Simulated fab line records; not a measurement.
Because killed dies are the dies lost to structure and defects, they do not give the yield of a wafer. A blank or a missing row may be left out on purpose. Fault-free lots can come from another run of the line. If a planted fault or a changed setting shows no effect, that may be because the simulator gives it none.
Which tool was responsible?    flow n5Finfet    72 wafers from 24 lots sampled at 5 of the route's 1938 steps

== WHAT THE GAUGES SHOWED, per wafer ==
N5_BEOL_M13_CD_MEAS_17: the cd target is 190 nm.
lot   measured      on        cdNm (nm)
L075  day 12 01:20  cdSem-01  190.5 191.4 192.4
L077  day 12 08:07  cdSem-03  190.2 192.0 192.3
L074  day 12 16:56  cdSem-01  190.8 192.1 191.1
L076  day 12 17:16  cdSem-01  193.1 192.8 191.6
L079  day 13 10:16  cdSem-02  192.3 192.6 187.8
L078  day 13 13:47  cdSem-03  188.0 188.8 190.8
L081  day 14 04:10  cdSem-03  189.3 189.9 190.4
L080  day 14 05:10  cdSem-01  191.6 192.2 194.7
L083  day 14 19:14  cdSem-03  189.9 190.6 192.2
L085  day 15 06:08  cdSem-01  192.1 193.4 192.9
L084  day 15 06:48  cdSem-02  195.6 191.6 194.3
L082  day 15 07:30  cdSem-02  194.2 190.4 193.1
L086  day 15 08:13  cdSem-02  190.9 191.3 190.1
L087  day 15 08:55  cdSem-01  192.1 193.2 193.5
L088  day 16 06:47  cdSem-01  185.7 191.7 189.9
L090  day 16 09:31  cdSem-03  191.4 189.0 193.4
L089  day 16 09:53  cdSem-03  189.7 191.3 192.0
L091  day 16 18:35  cdSem-02  189.3 187.6 191.6
L093  day 17 01:06  cdSem-01  192.4 190.0 187.8
L092  day 17 03:48  cdSem-02  192.0 189.8 191.6
L097  day 17 08:26  cdSem-01  191.3 193.0 189.3
L094  day 17 20:17  cdSem-03  194.5 194.3 191.7
L095  day 18 07:00  cdSem-01  191.7 191.6 189.1
L096  day 18 07:45  cdSem-01  191.7 190.6 188.1

N5_BEOL_M13_CD_MEAS_28: the cd target is 209.5 nm.
lot   measured      on        cdNm (nm)
L075  day 12 01:40  cdSem-01  209.6 208.5 209.2
L077  day 12 08:27  cdSem-03  209.9 208.9 209.6
L074  day 12 17:23  cdSem-03  211.5 212.4 210.6
L076  day 12 17:35  cdSem-02  211.9 208.6 209.7
L079  day 13 10:43  cdSem-01  209.1 210.5 211.4
L078  day 13 14:07  cdSem-03  210.4 210.1 208.9
L081  day 14 04:37  cdSem-01  210.3 210.7 208.5
L080  day 14 05:29  cdSem-02  210.7 210.5 209.8
L083  day 14 19:41  cdSem-02  210.9 209.9 209.5
L085  day 15 06:28  cdSem-02  212.0 211.5 211.1
L084  day 15 07:15  cdSem-03  210.5 208.3 211.3
L082  day 15 07:50  cdSem-03  207.4 208.3 209.1
L086  day 15 08:40  cdSem-02  210.9 210.1 210.2
L087  day 15 09:15  cdSem-03  212.1 208.9 209.8
L088  day 16 07:14  cdSem-02  206.7 208.9 207.2
L090  day 16 09:50  cdSem-03  207.2 207.8 207.0
L089  day 16 10:13  cdSem-01  206.1 207.5 209.3
L091  day 16 19:02  cdSem-02  209.0 209.3 211.0
L093  day 17 01:33  cdSem-03  207.1 210.6 210.5
L092  day 17 04:07  cdSem-02  208.9 209.5 209.2
L097  day 17 08:46  cdSem-01  208.1 211.1 209.3
L094  day 17 20:44  cdSem-02  207.4 207.7 208.0
L095  day 18 07:19  cdSem-02  210.4 209.4 211.8
L096  day 18 08:05  cdSem-03  212.5 208.4 209.2

N5_BEOL_M13_OVL_MEAS_29.
lot   measured      on          M13_OVL (nm)
L075  day 12 01:41  overlay-02  -13 -5 -11
L077  day 12 08:29  overlay-02  6 1 0
L074  day 12 17:25  overlay-01  9 4 5
L076  day 12 17:37  overlay-02  8 14 6
L079  day 13 10:44  overlay-02  11 8 5
L078  day 13 14:09  overlay-01  -3 2 0
L081  day 14 04:39  overlay-01  4 -2 -1
L080  day 14 05:31  overlay-01  -3 2 0
L083  day 14 19:43  overlay-02  12 6 2
L085  day 15 06:29  overlay-02  -1 1 10
L084  day 15 07:17  overlay-02  3 8 0
L082  day 15 07:52  overlay-02  -2 -5 5
L086  day 15 08:41  overlay-01  -3 5 10
L087  day 15 09:17  overlay-02  -7 -2 -2
L088  day 16 07:16  overlay-02  1 -1 15
L090  day 16 09:52  overlay-02  10 7 12
L089  day 16 10:15  overlay-02  -3 -8 -11
L091  day 16 19:04  overlay-01  7 9 4
L093  day 17 01:35  overlay-01  12 -2 0
L092  day 17 04:10  overlay-01  -3 3 -3
L097  day 17 08:48  overlay-01  4 12 5
L094  day 17 20:45  overlay-02  -2 -8 -5
L095  day 18 07:21  overlay-02  4 10 9
L096  day 18 08:07  overlay-02  0 2 -2

N5_BEOL_M14_OVL_MEAS_11.
lot   measured      on          V13_OVL (nm)
L075  day 12 05:14  overlay-01  -7 -1 -1
L077  day 12 13:32  overlay-02  -5 -2 -4
L074  day 12 22:59  overlay-02  5 9 2
L076  day 12 22:31  overlay-01  -9 -2 -4
L079  day 13 16:26  overlay-01  1 -6 11
L078  day 13 17:07  overlay-02  -3 -2 -3
L081  day 14 08:50  overlay-02  7 10 3
L080  day 14 11:21  overlay-02  5 4 6
L083  day 15 00:26  overlay-02  -7 -4 -8
L085  day 15 13:40  overlay-02  10 11 4
L084  day 15 14:05  overlay-02  0 0 -1
L082  day 15 14:21  overlay-02  -4 2 3
L086  day 15 15:37  overlay-01  -7 1 1
L087  day 15 15:02  overlay-02  8 -3 -2
L088  day 16 17:01  overlay-01  2 -7 -4
L090  day 16 18:02  overlay-01  8 7 8
L089  day 16 18:20  overlay-02  2 -1 5
L091  day 17 08:43  overlay-01  -7 -6 -5
L093  day 17 09:08  overlay-02  -7 -9 -5
L092  day 17 10:17  overlay-02  -3 2 4
L097  day 17 15:11  overlay-01  0 5 -4
L094  day 18 02:14  overlay-02  -6 0 1
L095  day 18 11:31  overlay-02  2 6 4
L096  day 18 13:43  overlay-01  0 -4 -1

== WHAT TOOL EACH LOT RAN ON (gives the tool, then ch and the chambers of the sampled wafers, and finally the start) ==
lot   N5_BEOL_M13_SPUTTER_45
L075  pvdSputter-02, day 12 03:30
L077  pvdSputter-01, day 12 11:44
L074  pvdSputter-03, day 12 20:52
L076  pvdSputter-02, day 12 20:46
L079  pvdSputter-02, day 13 14:43
L078  pvdSputter-01, day 13 15:30
L081  pvdSputter-02, day 14 07:14
L080  pvdSputter-02, day 14 09:20
L083  pvdSputter-03, day 14 22:43
L085  pvdSputter-01, day 15 11:57
L084  pvdSputter-02, day 15 12:19
L082  pvdSputter-02, day 15 12:40
L086  pvdSputter-01, day 15 14:02
L087  pvdSputter-01, day 15 13:22
L088  pvdSputter-01, day 16 15:25
L090  pvdSputter-02, day 16 15:55
L089  pvdSputter-03, day 16 15:56
L091  pvdSputter-02, day 17 06:41
L093  pvdSputter-02, day 17 07:12
L092  pvdSputter-02, day 17 08:16
L097  pvdSputter-01, day 17 13:28
L094  pvdSputter-01, day 18 00:31
L095  pvdSputter-03, day 18 09:28
L096  pvdSputter-01, day 18 12:00
- N5_BEOL_M13_SPUTTER_45: material Cu, target thk 80 nm, time 13.33 s.

== AS READ BY THE TOOLS THEMSELVES (means over the sampled wafers that have a number; for cases with no such wafer, the mark the record gives instead) ==
N5_BEOL_M13_SPUTTER_45.
lot   tool           throttleValvePct (%)
L075  pvdSputter-02  29.7
L077  pvdSputter-01  30.3
L074  pvdSputter-03  30.0
L076  pvdSputter-02  30.3
L079  pvdSputter-02  29.9
L078  pvdSputter-01  30.3
L081  pvdSputter-02  30.1
L080  pvdSputter-02  30.5
L083  pvdSputter-03  30.5
L085  pvdSputter-01  30.4
L084  pvdSputter-02  30.4
L082  pvdSputter-02  30.0
L086  pvdSputter-01  30.3
L087  pvdSputter-01  30.1
L088  pvdSputter-01  30.3
L090  pvdSputter-02  29.6
L089  pvdSputter-03  29.6
L091  pvdSputter-02  29.8
L093  pvdSputter-02  29.6
L092  pvdSputter-02  29.8
L097  pvdSputter-01  30.4
L094  pvdSputter-01  30.3
L095  pvdSputter-03  29.3
L096  pvdSputter-01  30.1

== THE ANSWER, worked out from the rows above alone ==
Rule: the usual values come from the lots themselves. The widest of any qualifying gaps counts: lots, ordered by their means at a reading, are off when they make up no more than a third of the lots, leave a main group of 4 or more, and stand apart from it by 3 or more times the standard deviation of that group's means. If all means in a main group match to the digits the tables above print for the reading, that group is not used. A lot without any number at a reading at which 4 lots or more have one is off too. The other lots that the step has rows for count as sound. Order of review: gauges by route order, followed by the tools' own readings, for which a lot's mean as printed above is used. At the first step where some lot is off, the reading lying furthest off is the one used; lots without a number count as furthest.
None of the lots is off at any reading shown; this tells nothing.

== WHAT THE SIMULATOR HAD INSERTED ==
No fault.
